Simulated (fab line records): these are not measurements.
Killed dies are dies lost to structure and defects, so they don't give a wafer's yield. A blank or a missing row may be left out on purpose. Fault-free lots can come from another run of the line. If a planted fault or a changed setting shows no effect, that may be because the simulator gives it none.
fab line records	flow nandHarc
record lots=5	wafers=15	lastDay=24
route steps=1159 shown P_M2@327 P_BONDPAD@351 THIN_TSV@1101 END@1159
lots that met no fault: from a run of the same line without faults
startH: start of the lot's first displayed wafer, in hours after the record's first day	waitH: time in hours since the lot's previous step	" the same as in the row above	L1.1+2: a single row standing in for several wafers	- no value, or no start given	* or withheld: withheld	< > ~ a bound
route shown NAME@n: NAME is a module with steps in the file, n the number in the route of the first one	usual: the fault-free wafers' mean and standard deviation	same: alike in all rows	chamber/n: place in a boat	sites: per-site readings	_std_site: their standard deviation	_edge_site: mean of outer sites minus mean of inner sites	radiusMm: how far each site lies from the wafer's centre	mask NAME#n: copy n	behind: tool/chamber where the wafer was last shaped	hold: why the lot was held/for how many hours/how that ended	device: names the non-switching transistor (n, p or np)	end of line: the same wafers' tests at the end of the route	a step given without rows: its recipe and nothing more	killed: count of dies lost to structure and defects at first sort (not the wafer's yield)	map: the dies of a wafer, with x for killed, . for not killed, _ for no die there
set.NAME: the setting the step ran with; set.NAME@STEP: the setting that earlier step ran with	model.NAME: the simulator's own value behind a step, which no gauge read
a table for each step, a row for each wafer; lots at some steps of the route
services: the hour from which a tool's chamber was out of use, counted from the record's first day as startH (under 0 if before that day), plus the number of hours and why
## steps
# step NHARC_P_M2_DEVELOP_08
# recipe developTimeS=35	devTempC=23
# step NHARC_P_M2_CD_MEAS_09
# recipe targetCdNm=170	landingEnergyEv=500
# usual cdNm=169.7/0.88
lot.wafer	tool	chamber	startH	waitH	cdNm
L188.1	cdSem-02	0	124.30	-	169.8
L188.5	"	0	"	"	171.3
L188.6	"	0	"	"	170.4
L191.2	cdSem-03	0	142.86	-	169.9
L191.4	"	0	"	"	169.0
L191.6	"	0	"	"	169.1
L196.3	cdSem-01	0	175.79	-	167.5
L196.4	"	0	"	"	169.8
L196.5	"	0	"	"	169.3
L200.1	cdSem-01	0	216.62	-	169.3
L200.2	"	0	"	"	169.5
L200.5	"	0	"	"	170.8
L205.1	cdSem-02	0	230.60	-	169.4
L205.5	"	0	"	"	169.8
L205.6	"	0	"	"	169.3
# step NHARC_P_M2_OVL_MEAS_10
# recipe pitchNm=340
# usual overlayXNm=-0.1/0.86	overlayYNm=-0.2/0.85
lot.wafer	tool	chamber	startH	waitH	overlayXNm	overlayYNm
L188.1	overlay-01	-	124.39	-	-0.9	0.4
L188.5	"	-	"	"	-0.9	0.7
L188.6	"	-	"	"	-0.7	0.3
L191.2	overlay-01	-	142.95	-	-0.6	-1.3
L191.4	"	-	"	"	-1.0	-0.5
L191.6	"	-	"	"	-0.5	-0.6
L196.3	overlay-01	-	175.87	-	-0.1	-0.2
L196.4	"	-	"	"	-0.5	0.1
L196.5	"	-	"	"	-0.3	0.7
L200.1	overlay-01	-	216.71	-	-0.5	-1.1
L200.2	"	-	"	"	-0.3	-1.2
L200.5	"	-	"	"	-0.8	-1.0
L205.1	overlay-01	-	230.69	-	-1.5	0.0
L205.5	"	-	"	"	-1.7	0.5
L205.6	"	-	"	"	-0.7	-0.2
# step NHARC_P_M2_INSPECT_11
# usual rawDefectCount=4.1/2.4
lot.wafer	tool	chamber	startH	waitH	rawDefectCount
L188.1	defectInspect-01	-	124.43	0.0	6
L188.5	"	-	"	"	7
L188.6	"	-	"	"	4
L191.2	defectInspect-01	-	142.98	0.0	2
L191.4	"	-	"	"	2
L191.6	"	-	"	"	6
L196.3	defectInspect-02	-	175.91	0.0	2
L196.4	"	-	"	"	1
L196.5	"	-	"	"	1
L200.1	defectInspect-02	-	216.75	0.0	2
L200.2	"	-	"	"	7
L200.5	"	-	"	"	2
L205.1	defectInspect-01	-	230.73	0.0	2
L205.5	"	-	"	"	4
L205.6	"	-	"	"	1
# step NHARC_P_M2_DESCUM_14
# recipe timeS=3	o2FlowSccm=200	arFlowSccm=0	biasPowerW=0	chemistry=O2
# step NHARC_P_M2_ETCH_35
# recipe targetDepthA=400	overetchA=120	timeS=43.94	ionEnergyEv=200	n2FlowSccm=150	h2FlowSccm=150	arFlowSccm=0	rfW=400	biasW=150	chemistry=N2/H2
# step NHARC_P_M2_ETCH_15
# recipe targetDepthA=1825	timeS=91.2	c4f8FlowSccm=withheld	arFlowSccm=400	rfW=600	biasW=300	chemistry=C4F8/Ar
# step NHARC_P_M2_CD_MEAS_16
# usual cdNm=169.6/1
lot.wafer	tool	chamber	startH	waitH	cdNm
L188.1	cdSem-03	-	124.80	-	170.2
L188.5	"	-	"	"	171.6
L188.6	"	-	"	"	169.9
L191.2	cdSem-03	-	143.48	-	169.6
L191.4	"	-	"	"	168.2
L191.6	"	-	"	"	167.8
L196.3	cdSem-02	-	176.29	-	167.0
L196.4	"	-	"	"	170.1
L196.5	"	-	"	"	168.1
L200.1	cdSem-03	-	217.13	-	169.4
L200.2	"	-	"	"	169.2
L200.5	"	-	"	"	170.8
L205.1	cdSem-01	-	231.11	-	169.4
L205.5	"	-	"	"	168.3
L205.6	"	-	"	"	169.5
# step NHARC_P_M2_STRIP_18
# recipe powerW=1000	n2FlowSccm=150	h2FlowSccm=150	arFlowSccm=0	biasW=0	chemistry=N2/H2
# step NHARC_P_M2_ETCH_28
# recipe targetDepthA=300	overEtchFrac=0.3	timeS=72.99	ionEnergyEv=150	cf4FlowSccm=50	n2FlowSccm=100	arFlowSccm=150	rfW=300	biasW=100	chemistry=CF4/N2
# step NHARC_P_M2_STRIP_19
# recipe timeS=600	tempC=30	chemistry=postEtchResidueRemover
# step NHARC_P_M2_DEGAS_29
# recipe tempC=250	timeS=60
# usual heaterPowerW=331/38
lot.wafer	tool	chamber	startH	waitH	heaterPowerW
L188.1	pvdSputter-02	-	125.53	-	327
L188.5	"	-	"	"	321
L188.6	"	-	"	"	410
L191.4	pvdSputter-01	-	144.21	-	328
L191.2	"	-	"	"	256
L191.6	"	-	"	"	374
L196.4	pvdSputter-01	-	177.01	-	265
L196.3	"	-	"	"	364
L196.5	"	-	"	"	325
L200.1	pvdSputter-01	-	217.90	-	333
L200.2	"	-	"	"	362
L200.5	"	-	"	"	256
L205.1	pvdSputter-03	-	231.87	-	381
L205.5	"	-	"	"	319
L205.6	"	-	"	"	322
# step NHARC_P_M2_PRE_CLEAN_30
# recipe timeS=30	tempC=280	gas=H2/He
# usual heaterPowerW=407/46
lot.wafer	tool	chamber	startH	waitH	heaterPowerW
L188.1	pvdSputter-02	-	125.59	-	510
L188.6	"	-	"	"	389
L188.5	"	-	"	"	365
L191.4	pvdSputter-01	-	144.33	-	453
L191.2	"	-	"	"	409
L191.6	"	-	"	"	304
L196.3	pvdSputter-01	-	177.06	-	456
L196.4	"	-	"	"	447
L196.5	"	-	"	"	458
L200.2	pvdSputter-01	-	217.95	-	404
L200.1	"	-	"	"	449
L200.5	"	-	"	"	402
L205.1	pvdSputter-03	-	231.92	-	390
L205.5	"	-	"	"	391
L205.6	"	-	"	"	402
# step NHARC_P_M2_PVD_20
# recipe targetThkA=50	biasV=168.6	powerW=15000	chamberPressurePa=0.12	timeS=8.06	substrateTempC=50	material=TaN
# step NHARC_P_M2_PVD_21
# recipe targetThkA=300	chamberPressurePa=5	powerW=5000	substrateTempC=30	timeS=20.49	material=Cu
# step NHARC_P_M2_ECD_22
# recipe targetThkA=4000	bathTempC=25	material=Cu
# step NHARC_P_M2_ANNEAL_31
# recipe tempC=225	timeS=90
# step NHARC_P_M2_CMP_23
# recipe tOverpolishS=20	targetThkNm=144.3
# usual edgeZonePressureFrac=1.001/0.0047	motorCurrentA=12.4/1.5	timeToEndpointS=30/3.2
lot.wafer	tool	chamber	startH	waitH	edgeZonePressureFrac	motorCurrentA	timeToEndpointS
L188.1	cmp-03	3	126.69	-	1.002	9.6	29
L188.5	"	2	"	"	0.998	14.7	26
L188.6	"	3	"	"	1.000	10.3	30
L191.4	cmp-02	3	145.54	-	1.001	12.0	32
L191.2	"	1	"	"	1.004	11.0	27
L191.6	"	0	"	"	1.014	9.3	35
L196.3	cmp-02	1	178.11	-	0.996	11.8	28
L196.4	"	2	"	"	1.004	12.9	29
L196.5	"	0	"	"	0.987	9.4	36
L200.1	cmp-04	3	219.05	-	1.004	13.6	30
L200.2	"	0	"	"	1.001	11.2	36
L200.5	"	2	"	"	0.997	12.2	31
L205.1	cmp-04	3	232.94	-	0.992	14.2	32
L205.5	"	3	"	"	0.995	13.8	31
L205.6	"	0	"	"	0.994	11.4	31
# step NHARC_P_M2_THK_MEAS_24
# recipe thkMeasGauge=xrf
# usual thkNm=145.0/1.8
lot.wafer	tool	chamber	startH	waitH	thkNm
L188.1	filmMetro-02	-	126.98	-	143.3
L188.5	"	-	"	"	143.4
L188.6	"	-	"	"	145.3
L191.2	filmMetro-01	-	145.86	-	145.3
L191.4	"	-	"	"	145.2
L191.6	"	-	"	"	146.1
L196.3	filmMetro-02	-	178.39	-	145.4
L196.4	"	-	"	"	144.9
L196.5	"	-	"	"	147.1
L200.1	filmMetro-02	-	219.34	-	145.2
L200.2	"	-	"	"	146.1
L200.5	"	-	"	"	144.1
L205.1	filmMetro-01	-	233.27	-	145.9
L205.5	"	-	"	"	147.9
L205.6	"	-	"	"	146.7
# step NHARC_P_M2_SRD_25
# step NHARC_P_M2_PRE_CLEAN_32
# recipe timeS=12	tempC=370	rfPowerW=300	gas=NH3
# step NHARC_P_M2_DEP_33
# recipe targetThkA=300	tempC=370	targetThkNm=30	pressureTorr=3	flowSccm=200	rfW=450	material=SiCN
# step NHARC_P_BONDPAD_DEP_00
# recipe targetThkA=2500	tempC=370	targetThkNm=250	pressureTorr=3	flowSccm=200	rfW=450	material=SiCN
# usual heaterPowerW=559/88
lot.wafer	tool	chamber	startH	waitH	heaterPowerW
L188.1	pecvd-01	2	127.79	-	567
L188.6	"	0	"	"	544
L188.5	"	2	"	"	569
L191.2	pecvd-01	0	-	-	539
L191.4	"	0	"	"	512
L191.6	"	1	"	"	511
L196.3	pecvd-03	1	179.16	-	621
L196.4	"	0	"	"	559
L196.5	"	2	"	"	517
L200.2	pecvd-02	0	-	-	575
L200.1	"	1	"	"	517
L200.5	"	0	"	"	592
L205.1	pecvd-02	1	234.09	-	480
L205.5	"	0	"	"	522
L205.6	"	1	"	"	485
# step NHARC_P_BONDPAD_CMP_32
# recipe targetThkNm=200	material=SiCN
# step NHARC_P_BONDPAD_THK_MEAS_33
# recipe thkMeasGauge=ellipsometry
# usual thkNm=200.6/1.7
lot.wafer	tool	chamber	startH	waitH	thkNm
L188.1	filmMetro-01	-	128.36	0.1	203.2
L188.5	"	-	"	"	203.5
L188.6	"	-	"	"	200.3
L191.2	filmMetro-02	-	147.21	0.2	198.8
L191.4	"	-	"	"	203.8
L191.6	"	-	"	"	200.5
L196.3	filmMetro-02	-	179.77	0.2	200.8
L196.4	"	-	"	"	199.7
L196.5	"	-	"	"	202.1
L200.1	filmMetro-01	-	220.80	0.2	201.2
L200.2	"	-	"	"	199.7
L200.5	"	-	"	"	202.6
L205.1	filmMetro-02	-	234.65	0.2	203.6
L205.5	"	-	"	"	201.6
L205.6	"	-	"	"	202.2
# step NHARC_P_BONDPAD_SRD_34
# step NHARC_P_BONDPAD_DEHYDRATE_01
# recipe tempC=150	timeS=120
# step NHARC_P_BONDPAD_HMDS_02
# recipe timeS=30
# step NHARC_P_BONDPAD_COAT_36
# recipe tempC=200	timeS=65
# step NHARC_P_BONDPAD_COAT_03
# recipe spinRpm=2000	resistThkNm=600
# step NHARC_P_BONDPAD_SOFTBAKE_04
# recipe tempC=125	timeS=70
# step NHARC_P_BONDPAD_EBR_05
# step NHARC_P_BONDPAD_EXPOSE_06
# recipe na=0.55	doseMj=37.06	maskId=P_BPAD
# step NHARC_P_BONDPAD_PEB_07
# recipe pebTempC=128	pebTimeS=80
# step NHARC_P_BONDPAD_DEVELOP_08
# recipe timeS=50	devTempC=22
# step NHARC_P_BONDPAD_CD_MEAS_09
# recipe targetCdNm=500	landingEnergyEv=500
# usual cdNm=500.6/2
lot.wafer	tool	chamber	startH	waitH	cdNm
L188.1	cdSem-02	0	128.93	-	499.2
L188.5	"	0	"	"	499.9
L188.6	"	0	"	"	498.3
L191.2	cdSem-01	0	147.80	-	504.8
L191.4	"	0	"	"	498.3
L191.6	"	0	"	"	501.6
L196.3	cdSem-01	0	180.22	-	500.5
L196.4	"	0	"	"	498.6
L196.5	"	0	"	"	504.8
L200.1	cdSem-02	0	221.37	-	500.0
L200.2	"	0	"	"	498.8
L200.5	"	0	"	"	497.7
L205.1	cdSem-03	0	235.24	-	499.3
L205.5	"	0	"	"	500.6
L205.6	"	0	"	"	502.5
# step NHARC_P_BONDPAD_OVL_MEAS_38
# usual overlayXNm=1/6	overlayYNm=-1/5.2
lot.wafer	tool	chamber	startH	waitH	overlayXNm	overlayYNm
L188.1	overlay-02	-	129.01	-	9	0
L188.5	"	-	"	"	9	0
L188.6	"	-	"	"	8	1
L191.2	overlay-02	-	147.89	-	-8	3
L191.4	"	-	"	"	-8	3
L191.6	"	-	"	"	-7	3
L196.3	overlay-01	-	180.30	-	5	0
L196.4	"	-	"	"	4	-1
L196.5	"	-	"	"	4	-1
L200.1	overlay-02	-	221.46	-	1	3
L200.2	"	-	"	"	1	3
L200.5	"	-	"	"	0	3
L205.1	overlay-02	-	235.33	-	3	1
L205.5	"	-	"	"	4	1
L205.6	"	-	"	"	3	1
# step NHARC_P_BONDPAD_HARDBAKE_10
# recipe tempC=118	timeS=65
# step NHARC_P_BONDPAD_DESCUM_11
# recipe timeS=3	o2FlowSccm=200	arFlowSccm=0	biasPowerW=0	chemistry=O2
# usual chamberPressureMTorr=60.00/0.055	drypumpMotorCurrentA=5.5/0.56	o2FlowSccm=200.1/0.63	oesProductAu=1.003/0.011	rfVppV=57.6/0.9	showerheadPlenumPTorr=1.85/0.045	throttleValvePct=11.312/0.0086
lot.wafer	tool	chamber	startH	waitH	chamberPressureMTorr	drypumpMotorCurrentA	o2FlowSccm	oesProductAu	rfHoursCounterH	rfVppV	showerheadPlenumPTorr	throttleValvePct
L188.1	rieDiel-01	3	129.22	-	59.99	4.8	199.4	1.016	51	58.3	1.86	11.309
L188.5	"	0	"	"	59.98	6.6	200.0	1.001	-	57.8	1.81	11.318
L188.6	"	1	"	"	60.10	5.2	199.7	1.023	-	57.6	1.97	11.320
L191.4	rieDiel-01	1	148.02	-	59.93	5.2	200.3	1.004	0	57.7	1.97	11.316
L191.2	"	3	"	"	60.03	4.9	200.2	0.999	0	57.6	1.86	11.313
L191.6	"	0	"	"	60.01	6.6	199.3	0.998	-	57.4	1.81	11.299
L196.3	rieDiel-09	0	180.43	-	59.93	5.7	199.4	1.001	9	58.3	1.85	11.312
L196.4	"	1	"	"	59.93	5.1	198.6	1.003	8	57.5	1.87	11.304
L196.5	"	0	"	"	60.03	5.7	199.7	0.993	-	57.2	1.85	11.296
L200.2	rieDiel-11	3	221.59	-	59.96	5.5	199.9	1.022	8	57.6	1.83	11.323
L200.1	"	0	"	"	59.95	6.0	199.7	0.978	9	58.9	1.97	11.317
L200.5	"	2	"	"	60.05	5.1	200.1	1.013	-	56.3	1.84	11.293
L205.1	rieDiel-09	3	235.48	-	60.02	6.5	200.1	0.996	15	56.4	1.81	11.319
L205.6	"	0	"	"	60.02	5.7	199.1	0.985	-	57.9	1.85	11.321
L205.5	"	1	"	"	59.92	5.1	200.7	1.000	-	57.5	1.87	11.310
# step NHARC_P_BONDPAD_ETCH_37
# recipe targetDepthA=600	overetchA=180	timeS=65.91	ionEnergyEv=200	n2FlowSccm=150	h2FlowSccm=150	arFlowSccm=0	rfW=400	biasW=150	chemistry=N2/H2
# usual chamberPressureMTorr=30.00/0.04	drypumpMotorCurrentA=5.6/0.59	oesProductAu=1.003/0.011	rfVppV=428.4/1.6	showerheadPlenumPTorr=1.97/0.047	throttleValvePct=14.172/0.008
lot.wafer	tool	chamber	startH	waitH	chamberPressureMTorr	drypumpMotorCurrentA	oesProductAu	rfHoursCounterH	rfVppV	showerheadPlenumPTorr	throttleValvePct
L188.1	rieDiel-01	3	129.45	0.2	30.03	4.9	1.011	51	429.3	1.98	14.176
L188.5	"	2	"	"	29.98	5.7	1.012	-	427.3	1.98	14.174
L188.6	"	3	"	"	29.95	4.9	1.001	-	429.2	1.99	14.177
L191.2	rieDiel-01	1	148.19	0.1	29.97	5.3	1.010	0	433.5	2.10	14.175
L191.4	"	2	"	"	29.99	5.7	1.020	0	428.0	1.97	14.167
L191.6	"	0	"	"	30.02	6.6	1.004	-	427.7	1.92	14.177
L196.3	rieDiel-09	1	180.52	0.1	30.04	5.1	1.003	8	428.8	1.99	14.165
L196.4	"	3	"	"	30.00	6.5	1.000	9	426.4	1.93	14.172
L196.5	"	1	"	"	29.98	5.1	1.005	-	429.3	1.99	14.177
L200.1	rieDiel-11	3	221.71	0.1	29.99	5.5	1.024	8	428.5	1.95	14.169
L200.2	"	0	"	"	30.00	6.0	0.992	9	432.7	2.10	14.169
L200.5	"	1	"	"	30.03	5.1	1.011	-	428.0	1.93	14.183
L205.1	rieDiel-09	0	235.55	0.1	29.97	5.7	0.998	15	427.9	1.97	14.181
L205.5	"	2	"	"	30.00	5.1	1.015	-	428.0	1.93	14.165
L205.6	"	3	"	"	30.01	6.5	1.000	-	426.6	1.92	14.173
# step NHARC_THIN_TSV_GRIND_00
# recipe targetThkUm=6
# usual headPressurePsi=4.001/0.0081	motorCurrentA=11.998/0.021
lot.wafer	tool	chamber	startH	waitH	hold	headPressurePsi	motorCurrentA
L188.1	grinder-01	0	425.45	0.1	-	4.012	11.989
L188.5	"	0	"	"	-	4.013	11.983
L188.6	"	0	"	"	-	4.009	12.013
L191.2	grinder-01	0	430.44	5.1	-	3.986	12.018
L191.4	"	0	"	"	-	4.002	12.001
L191.6	"	0	"	"	-	3.989	12.013
L196.3	grinder-01	0	470.78	0.5	-	4.010	11.964
L196.4	"	0	"	"	-	4.006	11.988
L196.5	"	0	"	"	-	3.999	12.026
L200.1	grinder-01	0	507.11	0.2	-	4.003	12.005
L200.2	"	0	"	"	-	4.011	11.976
L200.5	"	0	"	"	-	4.013	11.971
L205.1	grinder-01	0	552.45	14.5	awaitDispo/3.7h/release	3.985	12.024
L205.5	"	0	"	"	awaitDispo/3.7h/release	4.010	12.008
L205.6	"	0	"	"	awaitDispo/3.7h/release	3.993	12.017
# step NHARC_END_SORT_01
# recipe tempC=25
# usual defectLimitedYield=95.4/1.8	killedAtArray=28/11	killedAtOther=0.7/0.88	killedAtPeriphery=3.1/2.2	killedDies=31/12	killedOpen=3.3/2	killedShort=2.0/1.6	sort_bin_2_pct=1.5/0.73	sort_bin_3_pct=0.27/0.22	sort_bin_4_pct=2.9/1.1	sortNPass=646/12	sortRimYieldPct=93/3.9	sortYieldPct=95.4/1.8
# same grossDies=677	sort_bin_5_pct[%]=0	sort_bin_6_pct[%]=0	sort_bin_7_pct[%]=0	sort_bin_8_pct[%]=0	sortRimNGross=106.00
lot.wafer	tool	chamber	startH	waitH	hold	defectLimitedYield[%]	killedAtArray	killedAtOther	killedAtPeriphery	killedDies	killedOpen	killedShort	sort_bin_2_pct[%]	sort_bin_3_pct[%]	sort_bin_4_pct[%]	sortNPass	sortRimYieldPct[%]	sortYieldPct[%]
L188.1	prober-02	0	443.46	2.5	-	93.8	38	1	3	42	4	2	1.6	0.59	4.0	635	89	93.8
L188.5	prober-02	0	446.68	3.7	-	95.1	29	2	2	33	2	1	1.6	0.15	3.1	644	93	95.1
L188.6	prober-02	0	447.49	4.0	-	93.9	39	1	1	41	5	4	1.9	0.74	3.4	636	90	93.9
L191.2	prober-02	0	459.96	2.8	-	96.3	23	0	2	25	4	4	1.2	0.15	2.4	652	93	96.3
L191.4	prober-02	0	461.59	3.4	-	96.9	19	1	1	21	3	0	1.2	0.30	1.6	656	95	96.9
L191.6	prober-02	0	463.21	4.1	-	97.5	16	1	0	17	2	1	0.6	0	1.9	660	97	97.5
L196.3	prober-02	0	489.28	3.1	-	94.1	34	2	4	40	7	5	1.8	0.15	4.0	637	92	94.1
L196.4	prober-02	0	490.08	3.4	-	96.2	24	1	1	26	3	1	1.5	0.15	2.2	651	98	96.2
L196.5	prober-02	0	490.87	3.7	-	95.1	29	2	2	33	5	4	2.4	0.15	2.4	644	97	95.1
L200.1	prober-02	0	524.48	2.5	-	93.5	42	0	2	44	5	1	2.5	0.30	3.7	633	89	93.5
L200.2	prober-02	0	525.28	2.8	-	93.6	37	1	5	43	2	3	1.9	0.15	4.3	634	91	93.6
L200.5	prober-02	0	527.68	3.7	-	94.5	35	0	2	37	1	1	1.8	0.30	3.4	640	92	94.5
L205.1	prober-02	0	571.32	2.5	awaitDispo/2.7h/release	84.3	34	0	72	106	5	1	7.7	2.51	5.5	571	83	84.3
L205.5	prober-02	0	574.50	3.7	awaitDispo/2.7h/release	84.3	37	0	69	106	2	1	7.7	2.22	5.8	571	82	84.3
L205.6	prober-02	0	575.30	4.0	awaitDispo/2.7h/release	92.3	48	2	2	52	3	5	3.7	0.89	3.1	625	86	92.3
# killed by level:class
L188.1 A_STAIRCASE:chamberFilmFlake=13 A_SLIT:chamberFilmFlake=12 A_CHANNEL_HOLE_D1:chamberFilmFlake=6 P_M0:geometricParticle:open=2 A_CONTACT:chamberFilmFlake=2 A_ONON_D1:geometricParticle:short=1 A_CHANNEL_FILL_D1:geometricParticle:short=1 A_WL_FILL:geometricParticle:open=1
L188.5 A_CHANNEL_HOLE_D1:chamberFilmFlake=9 A_SLIT:chamberFilmFlake=9 A_STAIRCASE:chamberFilmFlake=6 A_CHANNEL_FILL_D1:chamberFilmFlake=2 THIN_TSV:chamberFilmFlake=2 A_CHANNEL_HOLE_D1:geometricParticle:short=1 A_CONTACT:geometricParticle:open=1 A_M0:geometricParticle:open=1
L188.6 A_CHANNEL_HOLE_D1:chamberFilmFlake=12 A_SLIT:chamberFilmFlake=10 A_STAIRCASE:chamberFilmFlake=7 A_ONON_D1:geometricParticle:short=2 P_GATE:geometricParticle:short=1 A_SOURCE_PLATE:geometricParticle:open=1 A_ONON_D1:geometricParticle:open=1 A_WL_FILL:geometricParticle:short=1
L191.2 A_SLIT:chamberFilmFlake=8 A_BLC:chamberFilmFlake=3 A_BLC:geometricParticle:open=2 A_CHANNEL_HOLE_D1:chamberFilmFlake=2 A_CONTACT:chamberFilmFlake=2 P_GATE:geometricParticle:short=1 P_M0:geometricParticle:open=1 A_ONON_D1:geometricParticle:short=1
L191.4 A_SLIT:chamberFilmFlake=9 A_BLC:chamberFilmFlake=2 A_WL_FILL:chamberFilmFlake=2 A_CONTACT:chamberFilmFlake=2 A_ONON_D1:geometricParticle:open=1 A_BLC:geometricParticle:open=1 A_M0:geometricParticle:open=1 P_BONDPAD:chamberFilmFlake=1
L191.6 A_SLIT:chamberFilmFlake=8 A_WL_FILL:chamberFilmFlake=3 A_CHANNEL_HOLE_D1:chamberFilmFlake=2 A_CHANNEL_FILL_D1:geometricParticle:open=1 A_M1:geometricParticle:open=1 STARTING-WAFER:geometricParticle:short=1 A_CONTACT:chamberFilmFlake=1
L196.3 A_SLIT:chamberFilmFlake=15 A_BLC:chamberFilmFlake=6 A_STAIRCASE:chamberFilmFlake=3 P_M0:geometricParticle:open=2 A_WL_FILL:geometricParticle:open=2 A_M0:geometricParticle:short=2 STARTING-WAFER:geometricParticle:short=2 A_CHANNEL_HOLE_D1:chamberFilmFlake=2
L196.4 A_SLIT:chamberFilmFlake=9 A_WL_FILL:chamberFilmFlake=5 A_BLC:chamberFilmFlake=4 A_STAIRCASE:chamberFilmFlake=2 P_GATE:geometricParticle:open=1 A_ONON_D1:geometricParticle:short=1 A_STAIRCASE:geometricParticle:open=1 A_CONTACT:geometricParticle:open=1
L196.5 A_SLIT:chamberFilmFlake=11 A_STAIRCASE:chamberFilmFlake=6 A_CHANNEL_HOLE_D1:chamberFilmFlake=3 A_SOURCE_PLATE:geometricParticle:open=2 P_GATE:geometricParticle:short=1 A_CHANNEL_HOLE_D1:geometricParticle:short=1 A_SGD_CUT:geometricParticle:open=1 A_SGD_CUT:geometricParticle:short=1
L200.1 A_CHANNEL_HOLE_D1:chamberFilmFlake=15 A_SLIT:chamberFilmFlake=11 A_STAIRCASE:chamberFilmFlake=4 A_WL_FILL:geometricParticle:open=2 A_CONTACT:geometricParticle:open=2 A_WL_FILL:chamberFilmFlake=2 A_CONTACT:chamberFilmFlake=2 P_M0:geometricParticle:open=1
L200.2 A_CHANNEL_HOLE_D1:chamberFilmFlake=12 A_STAIRCASE:chamberFilmFlake=9 A_SLIT:chamberFilmFlake=7 A_ONON_D1:geometricParticle:short=2 P_ZERO_WELL:chamberFilmFlake=2 P_GATE:chamberFilmFlake=2 A_SGD_CUT:chamberFilmFlake=2 P_M1:geometricParticle:open=1
L200.5 A_CHANNEL_HOLE_D1:chamberFilmFlake=16 A_SLIT:chamberFilmFlake=8 A_STAIRCASE:chamberFilmFlake=5 A_CONTACT:chamberFilmFlake=2 A_CHANNEL_FILL_D1:geometricParticle:short=1 A_BLC:geometricParticle:open=1 P_ZERO_WELL:chamberFilmFlake=1 P_GATE:chamberFilmFlake=1
L205.1 P_M2:unspecified=69 A_SLIT:chamberFilmFlake=11 A_CHANNEL_HOLE_D1:chamberFilmFlake=11 A_CHANNEL_FILL_D1:chamberFilmFlake=5 P_M1:geometricParticle:open=2 A_CONTACT:chamberFilmFlake=2 P_CONTACT:geometricParticle:open=1 A_ONON_D1:geometricParticle:open=1
L205.5 P_M2:unspecified=69 A_CHANNEL_HOLE_D1:chamberFilmFlake=20 A_SLIT:chamberFilmFlake=12 A_CHANNEL_FILL_D1:geometricParticle:open=1 A_STAIRCASE:geometricParticle:open=1 A_WL_FILL:geometricParticle:short=1 A_STAIRCASE:chamberFilmFlake=1 A_CONTACT:chamberFilmFlake=1
L205.6 A_CHANNEL_HOLE_D1:chamberFilmFlake=15 A_SLIT:chamberFilmFlake=15 A_CHANNEL_FILL_D1:chamberFilmFlake=3 A_STAIRCASE:chamberFilmFlake=3 A_CONTACT:chamberFilmFlake=3 A_ONON_D1:geometricParticle:short=2 A_WL_FILL:geometricParticle:short=2 P_GATE:chamberFilmFlake=2
# map L205.1 (x killed, . not)
____________.____________
_________......._________
_______..........._______
______.............______
_____..............._____
____x................____
____.................____
___...................___
___......x.......x....___
__.....................__
__.....................__
_..................x...._
_......................._
_.................x.xx.._
_..............x....xx.._
_................xxxxxxx_
.x.................xxxxx.
.................xxxxxxx.
..............x..x.xxxxxx
...x.............xxxxxxx.
.................xxxxxxxx
_x...............xxxxxxx_
_.x...............xxxxxx_
_x.x..............xxxxxx_
_x..x.............x.xxxx_
_x..................xxx._
__................xxxx.__
__xx...............x...__
___............x....xx___
___x.xx...............___
____...............x.____
____.x...............____
_____..............._____
______........x....______
_______.......x.x._______
_________......._________
____________.____________
# map L191.2 (x killed, . not)
____________.____________
_________..x...._________
_______..........._______
______.............______
_____..............._____
____..........x......____
____.................____
___...................___
___...................___
__.....................__
__.............x.......__
_....x.................._
_......................._
_....................x.._
_......................._
_......................._
.........................
.........................
....................x...x
.....................x...
.........................
_.....................xx_
_....................xxx_
_.....................x._
_...................xxx._
_...........x...x.....x._
__....................x__
__....x...x....x.......__
___...................___
___...................___
____.................____
____x................____
_____..............._____
______.............______
_______..........._______
_________......._________
____________.____________
## services
tool	chamber	startH	hours	kind
pvdSputter-01	-	115.44	0.8	repair
rieDiel-01	2	115.69	2.7	repair
rieDiel-01	-	137.82	9.0	pm
pvdSputter-01	-	158.01	10.0	pm
rieDiel-09	0	204.65	5.0	repair
rieDiel-01	-	228.51	2.2	repair
rieDiel-09	-	254.10	9.0	pm
rieDiel-01	1	261.53	5.9	repair
rieDiel-09	2	280.98	13.6	repair
rieDiel-09	3	285.82	5.2	repair
grinder-01	-	294.87	0.6	repair
grinder-01	-	296.00	8.0	pm
rieDiel-01	-	314.91	9.0	pm
rieDiel-01	2	331.12	8.1	repair
pvdSputter-01	-	336.01	10.0	pm
pvdSputter-01	-	380.41	2.9	repair
grinder-01	-	411.44	1.0	repair
grinder-01	-	414.20	1.7	repair
rieDiel-01	2	423.23	3.9	repair
pvdSputter-01	-	473.36	1.2	repair
grinder-01	-	503.09	0.7	repair
pvdSputter-01	-	514.01	10.0	pm
grinder-01	-	523.11	3.6	repair
pvdSputter-01	-	527.49	1.4	repair
## key
firstSign step=NHARC_END_SORT_01	reading=killedAtPeriphery	direction=up	sigmas=31	usual=3.1	struck=70.5
effect step=NHARC_END_SORT_01	reading=killedDies	direction=up	sigmas=6.2	usual=31	struck=106
moreKillsBornAt NHARC_P_M2_PRE_CLEAN_30@pvdSputter-03=138
metAt NHARC_P_M2_PRE_CLEAN_30
struckWafers L205.1,L205.5
fault kind=chamberParticleSource	tool=pvdSputter-03	chamber=-	onsetH=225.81	steps=NHARC_P_M2_PRE_CLEAN_30	ratePerVisitCm2=0.61663	endH=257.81	scope=struckWafersOnly
